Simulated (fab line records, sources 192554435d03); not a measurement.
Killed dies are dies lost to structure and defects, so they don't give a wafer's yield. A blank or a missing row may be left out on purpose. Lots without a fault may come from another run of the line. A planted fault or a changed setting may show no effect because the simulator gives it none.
fab line records | flow n5_finfet
record lots=8 wafers=24 last_day=17
route steps=1938 shown SPACER0@259 SD_EPI_N@287 SD_EPI_P@308 BEOL_M4@1111 PASSIVATION@1936
lots that met no fault: from a run of the same line without faults
start_h: hours from the record's first day to the start of the lot's first wafer shown | wait_h: hours since the lot's step before | " the same as in the row above | L1.1+2: a row that stands for several wafers | - no value, or no start given | * or withheld: withheld | < > ~ a bound
route shown NAME@n: a module of which the file shows steps, and the number in the route of the first | usual: mean/standard deviation of fault-free wafers | same: alike in all rows | chamber/n: place in a boat | sites: the reading at each site | _std_site: their standard deviation | _edge_site: outer sites' mean less inner sites' | radius_mm: how far each site lies from the wafer's centre | mask NAME#n: copy n | behind: the tool/chamber that last shaped the wafer | hold: why the lot was held/for how many hours/how that ended | device: the transistor (n, p or np) that didn't switch | end of line: the same wafers' tests at the end of the route | a step without rows: its recipe alone | killed: dies lost to structure and defects at the first sort, not the wafer's yield | map: a wafer's dies, x killed, . not, _ none there
set.NAME: the setting as run; set.NAME@STEP: as run at that earlier step | model.NAME: the simulator's own value behind a step, which no gauge read
steps of the route over a sample of lots; a table a step, a row a wafer
services: from which hour (start_h, from the record's first day; less than 0 if before it) a tool's chamber was out of use, for how many hours, and why
## steps
# step N5_SPACER0_ALD_00
# recipe material=SiOCN target_thk_a=35 temp_c=400 ald_precursor_family=alkyl-aminosilane ald_co_reactant=O2/N2-plasma pulse_time_s=3 purge_time_s=2 co_reactant_purge_time_s=2 ald_cycles=58 pressure_torr=2
# usual heater_power_w=864/65 precursor_pulse_height_rel=1.002/0.02
# same co_reactant_purge_time_s=2
# columns lot.wafer tool chamber start_h wait_h heater_power_w precursor_pulse_height_rel
L589.1 ald_sin-02 3 50.31 0.1 819 1.003
L589.2 " 2 " " 836 1.001
L589.4 " 1 " " 876 1.010
L594.1 ald_sin-02 3 77.53 0.1 816 1.019
L594.3 " 1 " " 852 1.002
L594.4 " 2 " " 825 0.965
L595.3 ald_sin-03 3 84.86 0.1 730 0.984
L595.4 " 0 " " 814 1.007
L595.5 " 1 " " 910 0.971
L596.1 ald_sin-03 3 90.73 0.1 734 1.043
L596.5 " 2 " " 959 1.008
L596.6 " 1 " " 939 1.004
L605.1 ald_sin-04 2 145.13 0.1 870 0.980
L605.4 " 3 " " 828 1.032
L605.6 " 3 " " 827 0.969
L609.1 ald_sin-04 3 168.05 0.1 827 0.994
L609.4 " 2 " " 883 1.010
L609.6 " 2 " " 873 1.021
L611.1 ald_sin-02 0 183.54 0.1 822 0.976
L611.3 " 3 " " 817 1.015
L611.5 " 3 " " 834 1.015
L612.3 ald_sin-02 0 186.23 0.1 816 1.011
L612.4 " 3 " " 839 1.007
L612.6 " 0 " " 811 1.041
# step N5_SD_EPI_N_VAPOR_ETCH_50
# recipe chemistry=HCl target=Si temp_c=775 time_s=54 pressure_torr=20 mode=isotropic
# usual throttle_valve_pct=11.6/0.34
# columns lot.wafer tool chamber start_h wait_h throttle_valve_pct
L589.1 epi_rpcvd-01 0 53.11 0.3 11.3
L589.2 " 0 " " 11.2
L589.4 " 0 " " 11.4
L594.1 epi_rpcvd-02 0 80.28 0.4 11.8
L594.3 " 0 " " 11.8
L594.4 " 0 " " 11.5
L595.3 epi_rpcvd-04 0 87.33 0.2 11.9
L595.4 " 0 " " 11.9
L595.5 " 0 " " 11.9
L596.1 epi_rpcvd-04 0 93.13 0.3 11.6
L596.5 " 0 " " 12.0
L596.6 " 0 " " 12.2
L605.1 epi_rpcvd-01 0 147.65 0.4 11.4
L605.4 " 0 " " 11.2
L605.6 " 0 " " 11.0
L609.1 epi_rpcvd-04 0 170.52 0.3 11.9
L609.4 " 0 " " 11.9
L609.6 " 0 " " 11.8
L611.1 epi_rpcvd-04 0 186.28 0.3 11.7
L611.3 " 0 " " 12.1
L611.5 " 0 " " 12.2
L612.3 epi_rpcvd-01 0 188.67 0.2 11.3
L612.4 " 0 " " 11.2
L612.6 " 0 " " 11.2
# step N5_SD_EPI_P_ETCH_37
# recipe chemistry=N2/H2 target=SOC overetch_a=1080 mask_material=SiARC temp_c=40 ion_energy_ev=100 source_w=3000 bias_w=133 pressure_mtorr=20 time_s=486 n2_flow_sccm=200 h2_flow_sccm=200 ends=end_point
# usual drypump_motor_current_A=5.6/0.52 oes_product_au=0.70/0.057 rf_fwd_power_W=2994/8.8 rf_vpp_V=240.9/1.7 showerhead_plenum_p_Torr=2.57/0.12 throttle_valve_pct=23.87/0.28
# columns lot.wafer tool chamber start_h wait_h drypump_motor_current_A oes_product_au rf_fwd_power_W rf_hours_counter_h rf_vpp_V showerhead_plenum_p_Torr throttle_valve_pct
L589.1 rie_diel-02 2 56.14 0.0 6.1 0.72 2986 76 237.8 2.35 23.99
L589.2 " 0 " " 5.3 0.69 2988 131 239.8 2.56 24.28
L589.4 " 3 " " 5.6 0.83 3005 15 242.1 2.69 23.50
L594.1 rie_diel-02 1 84.08 0.0 4.9 0.66 2988 171 241.1 2.42 23.29
L594.3 " 0 " " 5.3 0.68 2992 140 240.4 2.56 24.27
L594.4 " 3 " " 5.6 0.82 2993 24 243.8 2.68 23.54
L595.3 rie_diel-02 3 90.98 0.0 5.6 0.81 2984 26 243.9 2.68 23.52
L595.4 " 1 " " 4.9 0.66 3005 173 240.0 2.42 23.29
L595.5 " 1 " " 4.9 0.66 3008 - 240.1 2.42 23.29
L596.1 rie_diel-02 2 96.41 0.0 6.1 0.71 3000 90 237.4 2.34 24.03
L596.5 " 1 " " 4.9 0.66 3008 - 238.0 2.41 23.31
L596.6 " 2 " " 6.1 0.72 2999 - 238.1 2.34 24.03
L605.1 rie_diel-02 3 151.23 0.0 5.6 0.76 2276 46 267.3 2.67 23.53
L605.4 " 2 " " 6.1 0.70 2987 104 238.2 2.34 24.05
L605.6 " 0 " " 5.3 0.67 2991 - 239.8 2.55 24.31
L609.1 rie_diel-01 0 174.01 0.0 6.2 0.65 3001 186 242.1 2.64 24.05
L609.4 " 3 " " 5.2 0.67 2982 154 242.0 2.53 24.00
L609.6 " 1 " " 5.8 0.76 2999 - 243.7 2.71 24.25
L611.1 rie_diel-01 2 189.57 0.0 4.8 0.82 2990 20 243.3 2.70 23.75
L611.3 " 3 " " 5.2 0.67 3000 158 241.7 2.53 24.01
L611.5 " 3 " " 5.2 0.68 3000 - 239.9 2.53 24.01
L612.3 rie_diel-01 3 191.56 0.0 5.2 0.67 3011 159 241.2 2.53 24.00
L612.4 " 2 " " 4.8 0.82 2992 - 242.7 2.70 23.78
L612.6 " 0 " " 6.2 0.64 3000 - 241.8 2.64 24.06
# step N5_SD_EPI_P_ETCHBACK_46
# recipe chemistry=CH3F/O2 mode=anisotropic_etchback target=SiNx target_depth_a=175 stop_on=SiO2 over_etch_frac=0.3 ion_energy_ev=120 pressure_mtorr=30 source_w=395 bias_w=73 Ar_flow_sccm=150 CH3F_flow_sccm=30 O2_flow_sccm=20
# usual drypump_motor_current_A=5.6/0.52 oes_product_au=0.67/0.055 rf_vpp_V=296/5.8 showerhead_plenum_p_Torr=2.03/0.084 throttle_valve_pct=16.41/0.19
# columns lot.wafer tool chamber start_h wait_h drypump_motor_current_A oes_product_au rf_hours_counter_h rf_vpp_V showerhead_plenum_p_Torr throttle_valve_pct
L589.1 rie_diel-02 2 56.47 0.0 6.1 0.69 76 295 1.86 16.57
L589.2 " 0 " " 5.3 0.66 131 295 2.02 16.58
L589.4 " 3 " " 5.6 0.80 15 298 2.14 16.26
L594.1 rie_diel-02 1 84.41 0.0 4.9 0.63 172 299 1.92 16.08
L594.3 " 0 " " 5.3 0.66 140 296 2.01 16.58
L594.4 " 3 " " 5.6 0.78 24 298 2.14 16.29
L595.3 rie_diel-02 3 91.31 0.0 5.6 0.77 26 297 2.14 16.28
L595.4 " 1 " " 4.9 0.63 174 297 1.92 16.08
L595.5 " 1 " " 4.9 0.63 - 298 1.92 16.10
L596.1 rie_diel-02 2 96.74 0.0 6.1 0.68 90 296 1.86 16.60
L596.5 " 1 " " 4.9 0.63 - 298 1.92 16.09
L596.6 " 2 " " 6.1 0.68 - 296 1.86 16.62
L605.1 rie_diel-02 3 151.56 0.0 5.6 0.41 46 298 2.13 16.28
L605.4 " 2 " " 6.1 0.67 104 297 1.85 16.62
L605.6 " 0 " " 5.3 0.64 - 296 2.01 16.62
L609.1 rie_diel-01 0 174.33 0.0 6.2 0.61 186 295 2.07 16.45
L609.4 " 3 " " 5.2 0.65 154 293 2.01 16.62
L609.6 " 1 " " 5.8 0.74 - 300 2.10 16.38
L611.1 rie_diel-01 2 189.89 0.0 4.8 0.78 20 292 2.13 16.24
L611.3 " 3 " " 5.2 0.65 159 294 2.01 16.62
L611.5 " 3 " " 5.2 0.64 - 292 2.01 16.63
L612.3 rie_diel-01 3 191.88 0.0 5.2 0.64 160 293 2.01 16.65
L612.4 " 2 " " 4.8 0.77 - 292 2.13 16.23
L612.6 " 0 " " 6.2 0.61 - 296 2.07 16.46
# step N5_SD_EPI_P_STRIP_40
# recipe chemistry=N2/H2 power_w=1000 temp_c=250 h2_frac=0.65 overash_fraction=0.3 pressure_mtorr=withheld n2_flow_sccm=1750 h2_flow_sccm=3250
# usual drypump_motor_current_A=5.6/0.62 heater_power_w=335/54 oes_product_au=0.761/0.011
# columns lot.wafer tool chamber start_h wait_h drypump_motor_current_A heater_power_w oes_product_au rf_hours_counter_h
L589.1 plasma_asher-01 0 56.88 0.0 5.1 351 0.741 80
L589.2 " 1 " " 6.5 284 0.783 80
L589.4 " 1 " " 6.5 269 0.770 -
L594.1 plasma_asher-01 1 84.83 0.0 6.5 272 0.759 85
L594.3 " 1 " " 6.5 268 0.740 -
L594.4 " 0 " " 5.1 336 0.773 -
L595.3 plasma_asher-02 0 91.74 0.0 5.4 347 0.776 -
L595.4 " 1 " " 5.1 441 0.764 -
L595.5 " 1 " " 5.1 420 0.749 -
L596.1 plasma_asher-01 1 97.16 0.0 6.5 276 0.755 88
L596.5 " 0 " " 5.1 344 0.736 -
L596.6 " 1 " " 6.5 273 0.756 -
L605.1 plasma_asher-01 1 151.98 0.0 6.5 273 0.764 100
L605.4 " 1 " " 6.5 270 0.769 -
L605.6 " 0 " " 5.0 342 0.761 -
L609.1 plasma_asher-02 1 174.75 0.0 5.1 431 0.774 54
L609.4 " 0 " " 5.5 348 0.760 -
L609.6 " 0 " " 5.5 342 0.755 -
L611.1 plasma_asher-01 1 190.31 0.0 6.5 275 0.746 106
L611.3 " 0 " " 5.0 332 0.761 -
L611.5 " 1 " " 6.5 270 0.779 -
L612.3 plasma_asher-01 1 192.32 0.0 6.5 271 0.766 -
L612.4 " 0 " " 5.1 340 0.768 -
L612.6 " 1 " " 6.5 275 0.756 -
# step N5_BEOL_M4_RC_MEAS_101
# usual DIBL_N=35.9/1.9 DIBL_P=35.8/2.4 IOFF_N=0.15/0.031 IOFF_P=0.21/0.037 ION_N=672/13 ION_P=462/8.3 SS_N=71.5/0.72 SS_P=73.2/0.67 VT_N=250/3.4 VT_P=-250/3.4
# columns lot.wafer tool chamber start_h wait_h DIBL_N[mV/V] DIBL_P[mV/V] IOFF_N[nA/um] IOFF_P[nA/um] ION_N[uA/um] ION_P[uA/um] SS_N[mV/dec] SS_P[mV/dec] VT_N[mV] VT_P[mV]
L589.1 prober-02 0 166.95 0.0 37.0 37.6 0.15 0.22 676 466 71.2 73.8 250 -250
L589.2 " 0 " " 36.5 35.3 0.13 0.18 657 450 71.2 73.2 253 -253
L589.4 " 0 " " 36.5 36.1 0.13 0.19 660 457 71.4 72.7 252 -251
L596.1 prober-02 0 203.01 0.0 35.9 36.7 0.16 0.22 684 462 70.7 73.4 248 -252
L596.5 " 0 " " 33.1 32.7 0.11 0.16 657 456 70.2 71.7 252 -254
L596.6 " 0 " " 36.3 36.9 0.17 0.22 678 460 71.2 73.2 247 -248
L594.1 prober-01 0 203.11 0.0 35.0 36.6 0.16 0.20 679 461 71.9 73.5 250 -252
L594.3 " 0 " " 32.6 33.3 0.12 0.16 660 455 71.3 72.5 253 -255
L594.4 " 0 " " 31.7 31.5 0.10 0.14 651 448 71.0 72.5 256 -254
L595.3 prober-02 0 204.25 0.6 35.1 36.0 0.15 0.20 675 460 71.0 73.3 249 -250
L595.4 " 0 " " 37.4 37.4 0.18 0.23 683 466 71.9 74.1 248 -251
L595.5 " 0 " " 38.2 37.8 0.18 0.24 668 467 73.1 73.8 248 -249
L605.4 prober-01 0 264.78 0.5 35.6 35.1 0.14 0.19 669 460 70.4 73.2 252 -250
L605.6 " 0 " " 34.8 35.6 0.13 0.20 666 461 71.4 72.9 254 -251
L609.1 prober-01 0 295.81 0.0 37.3 37.4 0.19 0.26 682 470 71.5 73.0 244 -246
L609.4 " 0 " " 35.4 36.2 0.16 0.23 676 472 70.8 73.6 247 -248
L609.6 " 0 " " 35.8 35.8 0.17 0.23 688 471 70.9 72.9 247 -248
L611.1 prober-01 0 310.02 0.0 38.1 39.6 0.19 0.26 677 462 72.5 74.5 246 -246
L611.3 " 0 " " 37.9 38.2 0.18 0.23 696 474 72.1 74.2 249 -248
L611.5 " 0 " " 35.8 37.0 0.15 0.20 674 464 71.2 74.0 251 -251
L612.3 prober-02 0 313.89 0.3 34.6 33.6 0.13 0.20 674 473 70.6 72.7 250 -251
L612.4 " 0 " " 36.8 35.7 0.17 0.23 690 475 71.4 73.0 249 -247
L612.6 " 0 " " 36.9 35.7 0.16 0.23 682 473 71.3 72.5 253 -247
# step N5_PASSIVATION_PROBE_49
# usual defect_limited_yield=91.6/1.2 killed_at_M0_to_M3=33/9.4 killed_at_M4_up=13/5.2 killed_at_contacts=13/5.6 killed_at_front_end=37/9.5 killed_at_other=4/3.1 killed_dies=99/15 killed_on_rim=13/3.6 killed_open=65/11 killed_short=32/7.5 sort_bin_5_function=4.9/0.77 sort_bin_6_memory=3.1/0.65 sort_n_pass=1081/15 sort_yield_pct=91.6/1.2
# same gross_dies=1180 killed_at_back_side=0 sort_bin_4_leakage[%]=0 sort_bin_8_speed[%]=0
# columns lot.wafer tool chamber start_h wait_h defect_limited_yield[%] killed_at_M0_to_M3 killed_at_M4_up killed_at_contacts killed_at_front_end killed_at_other killed_dies killed_on_rim killed_open killed_short sort_bin_5_function[%] sort_bin_6_memory[%] sort_n_pass sort_yield_pct[%]
L605.1 prober-01 - 374.78 0.0 3.1 38 15 8 1076 7 1144 148 72 31 92.9 3.9 36 3.1
L605.4 prober-01 - 374.93 0.2 92.5 31 16 6 32 3 88 11 48 40 4.7 2.3 1092 92.5
L605.6 prober-01 - 375.03 0.3 91.9 47 9 9 27 4 96 13 59 37 5.1 3.0 1084 91.9
# killed by level:class
L605.1 SD_EPI_P:area_etch=1041 BEOL_M0_SAQP:geometric_particle:short=11 STI_FIN_REVEAL:geometric_particle:open=10 BEOL_M0_SAQP:geometric_particle:open=10 BEOL_M4:geometric_particle:open=8 MOL_CONTACT_COAG:geometric_particle:open=7 BEOL_M1:geometric_particle:open=6 DUMMY_GATE:geometric_particle:open=5
L605.4 FIN_SAQP:geometric_particle:short=11 BEOL_M0_SAQP:geometric_particle:short=9 BEOL_M4:geometric_particle:open=8 BEOL_M0_SAQP:geometric_particle:open=6 MOL_CONTACT_COAG:geometric_particle:open=5 BEOL_M4:geometric_particle:short=5 STI_FIN_REVEAL:geometric_particle:open=4 GATE_CUT:geometric_particle:open=3
L605.6 BEOL_M0_SAQP:geometric_particle:open=13 BEOL_M0_SAQP:geometric_particle:short=13 BEOL_M3:geometric_particle:open=9 MOL_CONTACT_COAG:geometric_particle:open=7 FIN_SAQP:geometric_particle:short=5 BEOL_M2:geometric_particle:open=5 STARTING-WAFER:geometric_particle:short=5 GATE_CUT:geometric_particle:short=4
## services
# columns tool chamber start_h hours kind
ald_sin-04 - 34.56 6.1 pm
epi_rpcvd-01 - 38.77 0.6 repair
epi_rpcvd-02 - 44.50 1.2 repair
ald_sin-04 0 44.63 1.3 repair
rie_diel-01 - 46.39 15.6 pm
epi_rpcvd-04 - 54.33 27.2 pm
ald_sin-04 - 55.42 0.8 repair
ald_sin-03 0 59.40 2.7 repair
rie_diel-02 1 66.08 13.3 repair
rie_diel-01 1 70.81 8.1 repair
ald_sin-02 - 85.25 14.0 pm
rie_diel-02 2 100.33 12.5 repair
plasma_asher-02 - 120.23 10.0 pm
rie_diel-01 - 127.88 1.2 repair
ald_sin-04 1 141.33 2.9 repair
ald_sin-02 1 145.62 15.5 repair
ald_sin-03 - 154.15 14.6 pm
ald_sin-04 1 155.26 4.3 repair
epi_rpcvd-02 - 164.53 3.5 repair
plasma_asher-01 - 171.54 10.0 pm
ald_sin-02 - 171.60 0.4 repair
ald_sin-04 - 177.93 14.0 pm
rie_diel-01 1 178.44 15.9 repair
epi_rpcvd-04 - 182.95 0.6 repair
## key
first_sign step=N5_SD_EPI_P_ETCH_37 reading=rf_fwd_power_W direction=down sigmas=82 usual=* struck=*
effect step=N5_SD_EPI_P_ETCH_37 reading=rf_vpp_V direction=up sigmas=16 usual=240.9 struck=267.3
effect step=N5_SD_EPI_P_ETCHBACK_46 reading=oes_product_au direction=down sigmas=4.7 usual=0.67 struck=0.41
effect step=N5_PASSIVATION_PROBE_49 reading=sort_bin_5_function direction=up sigmas=99+ usual=4.9 struck=92.9
more_kills_born_at N5_SD_EPI_P_ETCH_37@rie_diel-02=1041
met_at N5_SD_EPI_P_ETCH_37
struck_lots L605
struck_wafers L605.1
later_rows_left_out L605.1
not_acting_at N5_SPACER0_ALD_00,N5_SD_EPI_N_VAPOR_ETCH_50,N5_SD_EPI_P_STRIP_40
onset_between 90.98 151.23
fault kind=process_parameter_drift tool=rie_diel-02 chamber=3 onset_h=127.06 steps=N5_SD_EPI_P_ETCH_37 channel=source_w offset=-720 shape=step end_h=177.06 acts_in=these_recipes_only stated=3000
# later_rows_left_out: the simulator's readings of these wafers behind a module that went badly wrong aren't trusted and aren't shown, but for the sort
